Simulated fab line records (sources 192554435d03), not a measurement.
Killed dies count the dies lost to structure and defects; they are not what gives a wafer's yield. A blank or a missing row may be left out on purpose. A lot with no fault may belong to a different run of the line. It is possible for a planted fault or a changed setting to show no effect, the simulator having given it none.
Comparing a struck lot with a sound one    flow n5Finfet    38 steps out of a route of 1938
Sound: the wafers L870.3, L870.4, L870.6. The struck wafers were L857.1, L857.3, L857.6. Last of all comes the cause.
Order at every step that has rows: each side's tool, ch and its chambers, its first start. Under that, the readings that differ: sound wafers    struck wafers    difference of the means    sigmas: that difference in standard deviations of wafers without a fault.
alike: same words and numbers on both sides, and readings whose means sit less than 2 such deviations apart. not compared: any withheld reading, any reading some wafer has no value for, any bound like >300 that may hide the same value, and any number with overlapping values for which the record gives no deviation.
The two part at a step that has a row with sigmas, a row that says differs or no value, or rows on one side only. Numbers that don't overlap but have no deviation are shown without sigmas and don't part them. A reading missing from all wafers of one side parts the sides only when that side holds two or more wafers.

first, 9 steps without rows for these wafers: N5_BEOL_M4_ANNEAL_95 (time 240 s); N5_BEOL_M4_SPUTTER_96 (material Cu, target thk 4.5 nm, time 8.29 s); N5_BEOL_M4_ECD_50 (material Cu, target thk 300 nm); N5_BEOL_M4_ANNEAL_51 (time 90 s); N5_BEOL_M4_CMP_52 (polishes, stops on SiOC, t overpolish 6.8 s, target thk 40 nm); N5_BEOL_M4_PRE_CLEAN_60 (time 15 s); N5_BEOL_M4_CO_CAP_55 (material Co, precursor CCTBA/H2, target thk 2 nm, time 102.1 s); N5_BEOL_M4_PRE_CLEAN_56 (time 15 s); N5_BEOL_M4_DEP_57 (deposits SiCN from 3MS/NH3, target thk 8 nm, time 14 s).
N5_BEOL_M4_RC_MEAS_101:
  sound on prober-02 ch 0, day 13 19:40; struck on prober-01 ch 0, day 10 13:50
reading        sound           struck          difference  sigmas
SS_N (mV/dec)  72.2 72.2 72.2  70.8 70.9 71.1  -1.3        -2
  alike: DIBL_N, DIBL_P, IOFF_N, IOFF_P, ION_N, ION_P, SS_P, VT_N, VT_P
then, 24 steps without rows for these wafers: N5_BEOL_M5_ILD_DEP_00 (deposits SiCOH lowk from DEMS/porogen, target thk 140.64 nm, time 25.9 s); N5_BEOL_M5_CURE_79 (cures SiCOH lowk, time 240 s); N5_BEOL_M5_PECVD_70 (deposits SiO2 from TEOS/O2, target thk 16 nm, time 18 s); N5_BEOL_M5_HM_DEP_02 (deposits TiN, target thk 20 nm); N5_BEOL_M5_COAT_59 (time 60 s, resist thk 60 nm); N5_BEOL_M5_COAT_60 (time 60 s, resist thk 12 nm); N5_BEOL_M5_COAT_71 (time 60 s, resist thk 5 nm); N5_BEOL_M5_COAT_05 (resist thk 30 nm); N5_BEOL_M5_EBR_07; N5_BEOL_M5_SOFTBAKE_06 (time 60 s); N5_BEOL_M5_EXPOSE_08 (exposes mask M5, target cd 28 nm); N5_BEOL_M5_PEB_09 (peb time 60 s); N5_BEOL_M5_DEVELOP_10 (develop time 30 s); N5_BEOL_M5_DESCUM_16 (chemistry O2, time 7 s); N5_BEOL_M5_ETCH_72 (etches underlayer in N2/H2, target depth 6.5 nm, time 5.2 s); N5_BEOL_M5_ETCH_61 (etches SiARC in CF4, target depth 15.6 nm, time 26 s); N5_BEOL_M5_ETCH_62 (etches SOC in N2/H2, target depth 75 nm, overetch 15 nm, time 112.5 s); N5_BEOL_M5_STRIP_63 (strips in N2/H2); N5_BEOL_M5_STRIP_73 (strips in N2/H2); N5_BEOL_M5_STRIP_64 (strips in CF4); N5_BEOL_M5_HM_OPEN_17 (chemistry Cl2/BCl3, target TiN, target depth 20 nm, overetch 6 nm); N5_BEOL_M5_STRIP_19 (strips in O2); N5_BEOL_M5_COAT_65 (time 60 s, resist thk 60 nm); N5_BEOL_M5_COAT_66 (time 60 s, resist thk 12 nm).
-- here the record skips 4 days between the struck wafers' starts before and after, leaving off in module BEOL_M5 and picking up in module BEOL_M15 (first step shown: number 1821 of the route) --
N5_BEOL_M15_SPUTTER_45: material Cu, target thk 100 nm, time 16.67 s.
  sound on pvdSputter-01 at day 17 09:19; struck on pvdSputter-01 at day 14 07:49
  no value came back on the struck wafers for biasV (V), cathodeDcPowerW (W), throttleValvePct (%); on the sound wafers biasV (V) reads 60.2 60.8 60.0
N5_BEOL_M15_THK_MEAS_50: measures by xrf.
  sound on filmMetro-02 at day 17 10:17; struck on filmMetro-02 at day 14 08:46
reading       sound        struck  difference                     sigmas
M15_THK (nm)  825 824 853  - - -   no value on the struck wafers  
N5_BEOL_M15_RS_MEAS_54: measurement is done with a four-point probe.
  sound on filmMetro-01 at day 17 10:25; struck on filmMetro-02 at day 14 08:54
reading          sound                 struck                difference  sigmas
M15_RS (ohm/sq)  0.0221 0.0222 0.0214  33.472 34.304 33.636  +33.782     +99 or more
N5_PASSIVATION_PROBE_49:
  sound on prober-02 at day 18 07:23; struck on prober-02 at day 14 23:26
reading                  sound           struck          difference  sigmas
defectLimitedYield (%)   91.7 93.1 89.7  0 0 0           -92         -61
killed_at_M4_up          12 7 17         1089 1104 1092  +1083       +99 or more
killedDies               98 81 122       1180 1180 1180  +1080       +60
killedOnRim              10 8 20         152 152 152     +139        +35
sort_bin_5_function (%)  5.1 3.7 6.6     95.8 96.9 96.1  +91.1       +95
sortNPass                1082 1099 1058  0 0 0           -1080       -60
sortYieldPct (%)         91.7 93.1 89.7  0 0 0           -92         -61
  alike: killed_at_M0_to_M3, killedAtContacts, killedAtFrontEnd, killedAtOther, killedOpen, killedShort, sort_bin_6_memory, sort_bin_8_speed

WHERE THEY PART
Earliest at N5_BEOL_M4_RC_MEAS_101; latest, in this record, at N5_PASSIVATION_PROBE_49.

WHY: the cause the simulator had injected
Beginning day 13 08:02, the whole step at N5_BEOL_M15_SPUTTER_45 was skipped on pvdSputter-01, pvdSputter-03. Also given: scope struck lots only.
